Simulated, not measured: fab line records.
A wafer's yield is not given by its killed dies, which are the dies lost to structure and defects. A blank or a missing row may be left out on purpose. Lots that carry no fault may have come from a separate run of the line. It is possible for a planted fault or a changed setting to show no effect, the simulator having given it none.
fab line records | flow n5_finfet
record: lots: 6 | wafers: 16 | last_day: 17
route steps=1938 shown BEOL_M9@1427 PASSIVATION@1936
lots that met no fault: from a run of the same line without faults
start_h: the number of hours between the record's first day and the start of the first shown wafer of the lot | wait_h: time in hours since the lot's previous step | " the same as in the row above | L1.1+2: one row covering several wafers at once | - no value, or no start was given | * or withheld: withheld | < > ~ a bound
route shown NAME@n: a module of which the file shows steps, and the number in the route of the first | usual: mean and standard deviation over wafers with no fault | same: alike in all rows | chamber/n: place in a boat | sites: per-site readings | _std_site: their standard deviation | _edge_site: the outer-site mean with the inner-site mean subtracted | radius_mm: for every site, how far away it sits from the centre of the wafer | mask NAME#n: copy n | behind: tool/chamber where the wafer was last shaped | hold: cause of the lot's hold/its duration in hours/its outcome | device: transistor that didn't switch, given as n, p or np | end of line: at the end of the route, the tests of the same wafers | a step given without rows: its recipe and nothing more | killed: dies lost to structure and defects at the first sort, not the wafer's yield | map: dies across one wafer; x = killed, . = not, _ = none there
set.NAME: the setting that was run; set.NAME@STEP: the one run at that earlier step | model.NAME: the simulator's own value behind a step, which no gauge read
certain route steps with their lots: each step a table, each wafer a row
services: the hour from which a tool's chamber was out of use, counted from the record's first day as start_h (under 0 if before that day), plus the number of hours and why
== steps ==
step: N5_BEOL_M9_COAT_75
recipe: resist: underlayer | temp_c: 205 | time_s: 60 | spin_rpm: 1500 | resist_thk_nm: 5
step: N5_BEOL_M9_COAT_22
recipe: resist: CAR-EUV | spin_rpm: 1500 | resist_thk_nm: 30
step: N5_BEOL_M9_EBR_24
recipe: solvent: PGMEA | ebr_width_mm: 1.5
step: N5_BEOL_M9_SOFTBAKE_23
recipe: temp_c: 110 | time_s: 60 | resist: CAR-EUV
step: N5_BEOL_M9_EXPOSE_25
recipe: mask_id: V8 | na: 0.33 | source_shape: annular | sigma_inner: 0.4 | sigma_outer: 0.8 | polarization: unpolarized | dose_mj: 37.25
step: N5_BEOL_M9_PEB_26
recipe: peb_temp_c: 100 | peb_time_s: 60 | resist: CAR-EUV
step: N5_BEOL_M9_DEVELOP_27
recipe: develop_time_s: 30 | developer: TMAH | resist: CAR-EUV | rinse_liquid: surfactant_rinse | dry: air_spin | dev_temp_c: 23
step: N5_BEOL_M9_CD_MEAS_28
recipe: target_cd_nm: 70 | landing_energy_ev: 500 | detector: se_inlens | polarity: opening
usual: cd_nm: 69.96/0.26
lot.wafer | tool      | chamber | start_h | wait_h | cd_nm
L990.1    | cd_sem-03 | 0       | 206.78  | -      | 70.43
L990.3    | "         | 0       | "       | "      | 70.07
L990.5    | "         | 0       | "       | "      | 70.40
L993.3    | cd_sem-01 | 0       | 219.49  | -      | 70.48
L993.4    | "         | 0       | "       | "      | 69.81
L993.5    | "         | 0       | "       | "      | 70.16
L102.2    | cd_sem-02 | 0       | 283.83  | -      | 69.89
L102.3    | "         | 0       | "       | "      | 70.04
L102.5    | "         | 0       | "       | "      | 69.72
L109.2    | cd_sem-01 | 0       | 326.17  | -      | 70.04
L109.6    | "         | 0       | "       | "      | 70.25
L110.2    | cd_sem-02 | 0       | 343.16  | -      | 69.51
L110.6    | "         | 0       | "       | "      | 69.86
L112.3    | cd_sem-03 | 0       | 345.16  | -      | 70.21
L112.4    | "         | 0       | "       | "      | 70.06
L112.5    | "         | 0       | "       | "      | 69.96
step: N5_BEOL_M9_OVL_MEAS_29
recipe: points_per_wafer: 522
usual: V8_OVL: 0.4/0.66
lot.wafer | tool       | chamber | start_h | wait_h | V8_OVL[nm]
L990.1    | overlay-01 | 0       | 206.81  | 0.0    | 0.1
L990.3    | "          | 0       | "       | "      | 0.3
L990.5    | "          | 0       | "       | "      | 1.1
L993.3    | overlay-02 | 0       | 219.53  | 0.0    | 0.2
L993.4    | "          | 0       | "       | "      | 0.6
L993.5    | "          | 0       | "       | "      | 0.9
L102.2    | overlay-02 | 0       | 283.87  | 0.0    | 0.4
L102.3    | "          | 0       | "       | "      | 0.0
L102.5    | "          | 0       | "       | "      | 0.0
L109.2    | overlay-01 | 0       | 326.21  | 0.0    | 0.3
L109.6    | "          | 0       | "       | "      | 0.1
L110.2    | overlay-01 | 0       | 343.19  | 0.0    | 0.5
L110.6    | "          | 0       | "       | "      | -0.5
L112.3    | overlay-01 | 0       | 345.20  | 0.0    | 1.1
L112.4    | "          | 0       | "       | "      | 1.0
L112.5    | "          | 0       | "       | "      | 1.0
step: N5_BEOL_M9_INSPECT_30
recipe: mode: adi | inspect_instrument: brightfield
usual: raw_defect_count: 393/83
lot.wafer | tool              | chamber | start_h | wait_h | raw_defect_count
L990.1    | defect_inspect-02 | -       | 206.87  | 0.1    | 294
L990.3    | "                 | -       | "       | "      | 283
L990.5    | "                 | -       | "       | "      | 288
L993.3    | defect_inspect-02 | -       | 219.58  | 0.1    | 389
L993.4    | "                 | -       | "       | "      | 367
L993.5    | "                 | -       | "       | "      | 332
L102.2    | defect_inspect-02 | -       | 283.92  | 0.0    | 294
L102.3    | "                 | -       | "       | "      | 306
L102.5    | "                 | -       | "       | "      | 290
L109.2    | defect_inspect-02 | -       | 326.26  | 0.0    | 331
L109.6    | "                 | -       | "       | "      | 490
L110.2    | defect_inspect-01 | -       | 343.24  | 0.0    | 365
L110.6    | "                 | -       | "       | "      | 342
L112.3    | defect_inspect-01 | -       | 345.24  | 0.0    | 500
L112.4    | "                 | -       | "       | "      | 641
L112.5    | "                 | -       | "       | "      | 540
step: N5_BEOL_M9_DESCUM_33
recipe: chemistry: O2 | time_s: 7 | source_power_w: 50 | bias_power_w: 20 | pressure_mtorr: 20 | rf_frequency_hz: 2.712e+07 | temp_c: 40 | resist: CAR-EUV | o2_flow_sccm: 225
usual: drypump_motor_current_A: 5.92/0.27 | oes_product_au: 0.77/0.081 | rf_vpp_V: 243.3/1.2 | showerhead_plenum_p_Torr: 2.10/0.057 | throttle_valve_pct: 20.38/0.27
lot.wafer | tool        | chamber | start_h | wait_h | drypump_motor_current_A | oes_product_au | rf_hours_counter_h | rf_vpp_V | showerhead_plenum_p_Torr | throttle_valve_pct
L990.1    | rie_diel-06 | 1       | 207.04  | 0.2    | 6.51                    | 0.86           | 63                 | 243.2    | 2.12                     | 20.11
L990.3    | "           | 3       | "       | "      | 5.78                    | 0.70           | 222                | 243.8    | 2.08                     | 20.82
L990.5    | "           | 3       | "       | "      | 5.79                    | 0.71           | -                  | 243.3    | 2.08                     | 20.84
L993.3    | rie_diel-06 | 2       | 219.62  | 0.0    | 6.00                    | 0.70           | 209                | 243.8    | 2.08                     | 20.63
L993.4    | "           | 3       | "       | "      | 5.78                    | 0.70           | 225                | 243.8    | 2.08                     | 20.81
L993.5    | "           | 0       | "       | "      | 5.76                    | 0.70           | -                  | 243.5    | 2.20                     | 20.67
L102.2    | rie_diel-03 | 1       | 283.96  | 0.0    | 5.46                    | 0.67           | 239                | 242.9    | 2.05                     | 20.71
L102.3    | "           | 2       | "       | "      | 6.06                    | 0.77           | 119                | 244.6    | 2.08                     | 20.29
L102.5    | "           | 1       | "       | "      | 5.45                    | 0.67           | -                  | 244.0    | 2.05                     | 20.73
L109.2    | rie_diel-03 | 2       | 326.47  | 0.2    | 6.02                    | 0.78           | 131                | 244.1    | 2.08                     | 20.31
L109.6    | "           | 2       | "       | "      | 6.00                    | 0.77           | -                  | 243.1    | 2.08                     | 20.31
L110.2    | rie_diel-03 | 2       | 343.28  | 0.0    | 6.08                    | 0.76           | 137                | 243.0    | 2.08                     | 20.33
L110.6    | "           | 3       | "       | "      | 5.84                    | 0.90           | -                  | 243.6    | 2.15                     | 20.00
L112.3    | rie_diel-06 | 1       | 345.28  | 0.0    | 6.48                    | 0.80           | 106                | 244.2    | 2.10                     | 20.18
L112.4    | "           | 2       | "       | "      | 6.04                    | 0.67           | 249                | 241.5    | 2.07                     | 20.68
L112.5    | "           | 2       | "       | "      | 6.05                    | 0.67           | -                  | 243.2    | 2.07                     | 20.67
step: N5_BEOL_M9_ETCH_76
recipe: chemistry: N2/H2 | target: underlayer | target_depth_a: 65 | mask_material: CAR-EUV | time_s: 5.2 | ion_energy_ev: 200 | pressure_mtorr: 30 | source_w: 840 | bias_w: 150 | n2_flow_sccm: 200 | h2_flow_sccm: 200 | ends: cleared
usual: drypump_motor_current_A: 5.93/0.26 | etch_rf_on_time_s: 5.16/0.19 | oes_product_au: 0.66/0.063 | rf_vpp_V: 524.0/2.1 | showerhead_plenum_p_Torr: 2.54/0.077 | throttle_valve_pct: 17.77/0.25
lot.wafer | tool        | chamber | start_h | wait_h | drypump_motor_current_A | etch_rf_on_time_s | oes_product_au | rf_hours_counter_h | rf_vpp_V | showerhead_plenum_p_Torr | throttle_valve_pct
L990.1    | rie_diel-06 | 1       | 207.08  | 0.0    | 6.48                    | 5.17              | 0.72           | 63                 | 524.2    | 2.56                     | 17.40
L990.3    | "           | 3       | "       | "      | 5.79                    | 5.54              | 0.59           | 222                | 522.4    | 2.51                     | 18.11
L990.5    | "           | 3       | "       | "      | 5.79                    | 5.56              | 0.58           | -                  | 524.3    | 2.51                     | 18.09
L993.3    | rie_diel-06 | 2       | 219.65  | 0.0    | 6.05                    | 4.82              | 0.61           | 209                | 525.2    | 2.48                     | 17.62
L993.4    | "           | 3       | "       | "      | 5.81                    | 5.58              | 0.57           | 225                | 522.6    | 2.51                     | 18.12
L993.5    | "           | 0       | "       | "      | 5.80                    | 5.11              | 0.62           | -                  | 525.1    | 2.67                     | 18.09
L102.2    | rie_diel-03 | 1       | 283.99  | 0.0    | 5.49                    | 5.33              | 0.58           | 239                | 522.4    | 2.50                     | 18.21
L102.3    | "           | 2       | "       | "      | 6.04                    | 5.01              | 0.66           | 119                | 522.7    | 2.57                     | 17.99
L102.5    | "           | 1       | "       | "      | 5.51                    | 5.38              | 0.57           | -                  | 523.8    | 2.50                     | 18.20
L109.2    | rie_diel-03 | 2       | 326.50  | 0.0    | 6.05                    | 5.02              | 0.65           | 131                | 525.6    | 2.56                     | 18.03
L109.6    | "           | 2       | "       | "      | 6.04                    | 5.00              | 0.65           | -                  | 524.7    | 2.56                     | 18.01
L110.2    | rie_diel-03 | 2       | 343.31  | 0.0    | 6.06                    | 4.97              | 0.66           | 137                | 525.0    | 2.56                     | 18.02
L110.6    | "           | 3       | "       | "      | 5.86                    | 5.31              | 0.77           | -                  | 525.6    | 2.60                     | 17.36
L112.3    | rie_diel-06 | 1       | 345.31  | 0.0    | 6.51                    | 5.35              | 0.68           | 106                | 524.2    | 2.54                     | 17.47
L112.4    | "           | 2       | "       | "      | 6.05                    | 4.95              | 0.59           | 249                | 523.4    | 2.47                     | 17.66
L112.5    | "           | 2       | "       | "      | 6.07                    | 4.93              | 0.58           | -                  | 523.6    | 2.46                     | 17.70
step: N5_BEOL_M9_ETCH_65
recipe: chemistry: CF4 | target: SiARC | target_depth_a: 156 | mask_material: CAR-EUV | time_s: 26 | ion_energy_ev: 80 | pressure_mtorr: 40 | source_w: 545 | bias_w: 36 | Ar_flow_sccm: 100 | cf4_flow_sccm: 100 | ends: cleared
usual: drypump_motor_current_A: 5.92/0.27 | etch_rf_on_time_s: 25.7/1 | oes_product_au: 0.66/0.063 | rf_vpp_V: 184.1/1.1 | showerhead_plenum_p_Torr: 2.15/0.054 | throttle_valve_pct: 15.58/0.23
lot.wafer | tool        | chamber | start_h | wait_h | drypump_motor_current_A | etch_rf_on_time_s | oes_product_au | rf_hours_counter_h | rf_vpp_V | showerhead_plenum_p_Torr | throttle_valve_pct
L990.1    | rie_diel-06 | 1       | 207.10  | 0.0    | 6.47                    | 26.7              | 0.72           | 63                 | 183.6    | 2.19                     | 15.37
L990.3    | "           | 3       | "       | "      | 5.80                    | 27.4              | 0.58           | 222                | 183.9    | 2.14                     | 16.03
L990.5    | "           | 3       | "       | "      | 5.78                    | 27.5              | 0.58           | -                  | 183.8    | 2.14                     | 16.04
L993.3    | rie_diel-06 | 2       | 219.67  | 0.0    | 6.03                    | 24.4              | 0.62           | 209                | 183.8    | 2.09                     | 15.60
L993.4    | "           | 3       | "       | "      | 5.76                    | 27.8              | 0.58           | 225                | 182.8    | 2.14                     | 16.05
L993.5    | "           | 0       | "       | "      | 5.78                    | 25.7              | 0.63           | -                  | 185.1    | 2.21                     | 15.68
L102.2    | rie_diel-03 | 1       | 284.01  | 0.0    | 5.51                    | 27.0              | 0.57           | 239                | 182.6    | 2.10                     | 16.02
L102.3    | "           | 2       | "       | "      | 6.05                    | 24.3              | 0.67           | 119                | 183.8    | 2.17                     | 15.70
L102.5    | "           | 1       | "       | "      | 5.46                    | 26.8              | 0.57           | -                  | 183.4    | 2.10                     | 16.00
L109.2    | rie_diel-03 | 2       | 326.52  | 0.0    | 6.01                    | 18.1              | 0.79           | 131                | 184.7    | 2.16                     | 15.73
L109.6    | "           | 2       | "       | "      | 6.03                    | 18.2              | 0.80           | -                  | 182.4    | 2.16                     | 15.73
L110.2    | rie_diel-03 | 2       | 343.33  | 0.0    | 6.03                    | 18.4              | 0.79           | 137                | 184.4    | 2.16                     | 15.74
L110.6    | "           | 3       | "       | "      | 5.80                    | 20.0              | 0.90           | -                  | 185.1    | 2.18                     | 15.12
L112.3    | rie_diel-06 | 1       | 345.33  | 0.0    | 6.49                    | 27.2              | 0.66           | 106                | 183.8    | 2.18                     | 15.46
L112.4    | "           | 2       | "       | "      | 6.06                    | 24.5              | 0.59           | 249                | 184.0    | 2.08                     | 15.67
L112.5    | "           | 2       | "       | "      | 6.05                    | 24.7              | 0.59           | -                  | 183.6    | 2.08                     | 15.67
step: N5_BEOL_M9_ETCH_66
recipe: chemistry: N2/H2 | target: SOC | target_depth_a: 800 | overetch_a: 160 | mask_material: SiARC | temp_c: 40 | time_s: 120 | ion_energy_ev: 200 | pressure_mtorr: 30 | source_w: 840 | bias_w: 150 | n2_flow_sccm: 200 | h2_flow_sccm: 200
usual: drypump_motor_current_A: 5.93/0.27 | oes_product_au: 0.59/0.057 | rf_vpp_V: 523.9/2.1 | showerhead_plenum_p_Torr: 2.54/0.077 | throttle_valve_pct: 17.73/0.25
lot.wafer | tool        | chamber | start_h | wait_h | drypump_motor_current_A | oes_product_au | rf_hours_counter_h | rf_vpp_V | showerhead_plenum_p_Torr | throttle_valve_pct
L990.1    | rie_diel-06 | 1       | 207.12  | 0.0    | 6.53                    | 0.65           | 63                 | 524.0    | 2.56                     | 17.35
L990.3    | "           | 3       | "       | "      | 5.78                    | 0.54           | 222                | 522.2    | 2.51                     | 18.06
L990.5    | "           | 3       | "       | "      | 5.77                    | 0.54           | -                  | 524.8    | 2.51                     | 18.07
L993.3    | rie_diel-06 | 2       | 219.70  | 0.0    | 6.04                    | 0.54           | 209                | 522.7    | 2.48                     | 17.59
L993.4    | "           | 3       | "       | "      | 5.77                    | 0.54           | 225                | 522.9    | 2.51                     | 18.08
L993.5    | "           | 0       | "       | "      | 5.79                    | 0.55           | -                  | 527.0    | 2.67                     | 18.05
L102.2    | rie_diel-03 | 1       | 284.03  | 0.0    | 5.50                    | 0.52           | 239                | 522.4    | 2.50                     | 18.17
L102.3    | "           | 2       | "       | "      | 6.05                    | 0.58           | 119                | 524.0    | 2.57                     | 17.96
L102.5    | "           | 1       | "       | "      | 5.48                    | 0.52           | -                  | 523.0    | 2.50                     | 18.17
L109.2    | rie_diel-03 | 2       | 326.55  | 0.0    | 6.06                    | 0.57           | 131                | 524.9    | 2.56                     | 17.97
L109.6    | "           | 2       | "       | "      | 6.06                    | 0.58           | -                  | 524.0    | 2.56                     | 17.97
L110.2    | rie_diel-03 | 2       | 343.36  | 0.0    | 6.05                    | 0.57           | 137                | 524.1    | 2.56                     | 17.98
L110.6    | "           | 3       | "       | "      | 5.83                    | 0.69           | -                  | 526.6    | 2.60                     | 17.30
L112.3    | rie_diel-06 | 1       | 345.36  | 0.0    | 6.55                    | 0.62           | 106                | 522.5    | 2.54                     | 17.43
L112.4    | "           | 2       | "       | "      | 6.04                    | 0.51           | 249                | 523.1    | 2.47                     | 17.66
L112.5    | "           | 2       | "       | "      | 6.05                    | 0.51           | -                  | 521.7    | 2.47                     | 17.64
step: N5_PASSIVATION_PROBE_49
usual: defect_limited_yield: 91.1/1.5 | killed_at_M0_to_M3: 35/11 | killed_at_M4_up: 13/5.7 | killed_at_contacts: 12/5.7 | killed_at_front_end: 40/11 | killed_at_other: 4/4.4 | killed_dies: 105/18 | killed_open: 68/14 | killed_short: 34/7.4 | sort_bin_4_leakage: 0.00/0.011 | sort_bin_5_function: 5.2/1 | sort_bin_6_memory: 3.3/0.67 | sort_n_pass: 1074/18 | sort_yield_pct: 91.0/1.5
same: gross_dies: 1180 | killed_at_back_side: 0 | sort_bin_8_speed[%]: 0
lot.wafer | tool      | chamber | start_h | wait_h | defect_limited_yield[%] | killed_at_M0_to_M3 | killed_at_M4_up | killed_at_contacts | killed_at_front_end | killed_at_other | killed_dies | killed_open | killed_short | sort_bin_4_leakage[%] | sort_bin_5_function[%] | sort_bin_6_memory[%] | sort_n_pass | sort_yield_pct[%]
L990.1    | prober-01 | -       | 268.44  | 0.0    | 89.2                    | 38                 | 19              | 11                 | 43                  | 16              | 127         | 88          | 37           | 0                     | 5.9                    | 4.1                  | 1053        | 89.2
L990.3    | prober-01 | -       | 268.54  | 0.1    | 90.6                    | 25                 | 19              | 7                  | 50                  | 10              | 111         | 79          | 31           | 0                     | 5.6                    | 3.5                  | 1069        | 90.6
L990.5    | prober-01 | -       | 268.64  | 0.2    | 89.4                    | 32                 | 17              | 7                  | 52                  | 17              | 125         | 76          | 48           | 0                     | 6.0                    | 4.2                  | 1055        | 89.4
L109.2    | prober-01 | -       | 390.79  | 0.1    | 88.8                    | 30                 | 7               | 17                 | 59                  | 19              | 132         | 81          | 30           | 0                     | 7.6                    | 3.1                  | 1048        | 88.8
L109.6    | prober-01 | -       | 390.99  | 0.3    | 85.7                    | 53                 | 9               | 9                  | 65                  | 33              | 169         | 91          | 46           | 0                     | 10.3                   | 3.6                  | 1011        | 85.7
L110.2    | prober-02 | -       | 401.36  | 0.1    | 87.4                    | 29                 | 7               | 15                 | 33                  | 65              | 149         | 57          | 32           | 0                     | 9.9                    | 2.4                  | 1031        | 87.4
L110.6    | prober-02 | -       | 401.56  | 0.3    | 87.7                    | 49                 | 16              | 25                 | 33                  | 22              | 145         | 93          | 38           | 0                     | 6.9                    | 4.9                  | 1035        | 87.7
killed by level:class
L990.1 STI_FIN_REVEAL:geometric_particle:open=12 BEOL_M0_SAQP:geometric_particle:open=10 FIN_SAQP:geometric_particle:open=9 MOL_CONTACT_COAG:geometric_particle:open=9 BEOL_M1:geometric_particle:open=9 FIN_SAQP:geometric_particle:short=8 BEOL_M4:geometric_particle:open=7 BEOL_M0_SAQP:geometric_particle:short=6
L990.3 FIN_SAQP:geometric_particle:open=19 BEOL_M4:geometric_particle:open=13 FIN_SAQP:geometric_particle:short=10 STI_FIN_REVEAL:geometric_particle:open=8 MOL_CONTACT_COAG:geometric_particle:open=7 BEOL_M0_SAQP:geometric_particle:open=6 BEOL_M0:geometric_particle:open=6 BEOL_M0_SAQP:geometric_particle:short=4
L990.5 STI_FIN_REVEAL:geometric_particle:open=17 FIN_SAQP:geometric_particle:short=15 FIN_SAQP:geometric_particle:open=9 BEOL_M0_SAQP:geometric_particle:short=9 BEOL_M1:geometric_particle:open=8 BEOL_M4:geometric_particle:open=8 BEOL_M0_SAQP:geometric_particle:open=6 MOL_CONTACT_COAG:geometric_particle:open=5
L109.2 STI_FIN_REVEAL:geometric_particle:open=20 MOL_CONTACT_COAG:geometric_particle:open=15 MIM_TOP_ETCH:area_etch=13 FIN_SAQP:geometric_particle:short=8 BEOL_M0_SAQP:geometric_particle:open=7 GATE_CUT:geometric_particle:short=5 BEOL_M2:geometric_particle:open=5 BEOL_M1:geometric_particle:open=5
L109.6 MIM_TOP_ETCH:area_etch=29 STI_FIN_REVEAL:geometric_particle:open=18 FIN_SAQP:geometric_particle:short=11 BEOL_M0_SAQP:geometric_particle:short=11 BEOL_M0:geometric_particle:open=11 MOL_CONTACT_COAG:geometric_particle:open=9 BEOL_M0_SAQP:geometric_particle:open=8 BEOL_M2:geometric_particle:open=8
L110.2 PASSIVATION:area_etch=58 FIN_SAQP:geometric_particle:open=14 MOL_CONTACT_COAG:geometric_particle:open=12 BEOL_M0_SAQP:geometric_particle:open=9 BEOL_M0_SAQP:geometric_particle:short=8 STI_FIN_REVEAL:geometric_particle:open=6 BEOL_M3:geometric_particle:short=5 MOL_CONTACT_COAG:geometric_particle:short=3
L110.6 MOL_CONTACT_COAG:geometric_particle:open=20 PASSIVATION:area_etch=14 BEOL_M0_SAQP:geometric_particle:open=11 BEOL_M0_SAQP:geometric_particle:short=10 BEOL_M3:geometric_particle:open=9 BEOL_M4:geometric_particle:open=7 GATE_CUT:geometric_particle:short=6 BEOL_M1:geometric_particle:open=6
== services ==
tool        | chamber | start_h | hours | kind
rie_diel-03 | -       | 220.73  | 0.9   | repair
rie_diel-03 | 0       | 237.94  | 16.9  | repair
rie_diel-03 | 3       | 265.27  | -     | clean
rie_diel-03 | 3       | 265.27  | -     | consumable_replace:esc
rie_diel-03 | 3       | 265.27  | -     | consumable_replace:focus_ring
rie_diel-03 | 3       | 265.27  | 20.3  | scheduled_down
rie_diel-03 | 3       | 265.27  | 20.3  | vent_cycle
rie_diel-06 | 3       | 300.38  | -     | clean
rie_diel-06 | 3       | 300.38  | -     | consumable_replace:focus_ring
rie_diel-06 | 3       | 300.38  | 24.3  | scheduled_down
rie_diel-06 | 3       | 300.38  | 24.3  | vent_cycle
rie_diel-03 | 1       | 324.62  | -     | clean
rie_diel-03 | 1       | 324.62  | -     | consumable_replace:focus_ring
rie_diel-03 | 1       | 324.62  | 24.0  | scheduled_down
rie_diel-03 | 1       | 324.62  | 24.0  | vent_cycle
== key ==
first_sign: step: N5_BEOL_M9_ETCH_65 | reading: etch_rf_on_time_s | direction: down | sigmas: 7 | usual: * | struck: *
effect: step: N5_BEOL_M9_ETCH_65 | reading: oes_product_au | direction: up | sigmas: 2.5 | usual: 0.66 | struck: 0.82 | wafers_moved: 2
met_at N5_BEOL_M9_ETCH_65
struck_wafers L109.2,L109.6,L110.2,L110.6
baseline_loss: step: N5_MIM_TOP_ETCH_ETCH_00 | wafers: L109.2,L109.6
baseline_loss: step: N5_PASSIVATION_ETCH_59 | wafers: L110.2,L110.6
onset_between 284.01 326.52
fault: kind: process_parameter_drift | tool: rie_diel-03 | chamber: - | onset_h: 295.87 | steps: N5_BEOL_M9_ETCH_65 | channel: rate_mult | offset: 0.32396 | shape: step | end_h: 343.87 | scope: struck_wafers_only
baseline_loss: these wafers lose ten dies or more at that step, a loss of the line's own and not of a fault; the sort's usual values leave them out
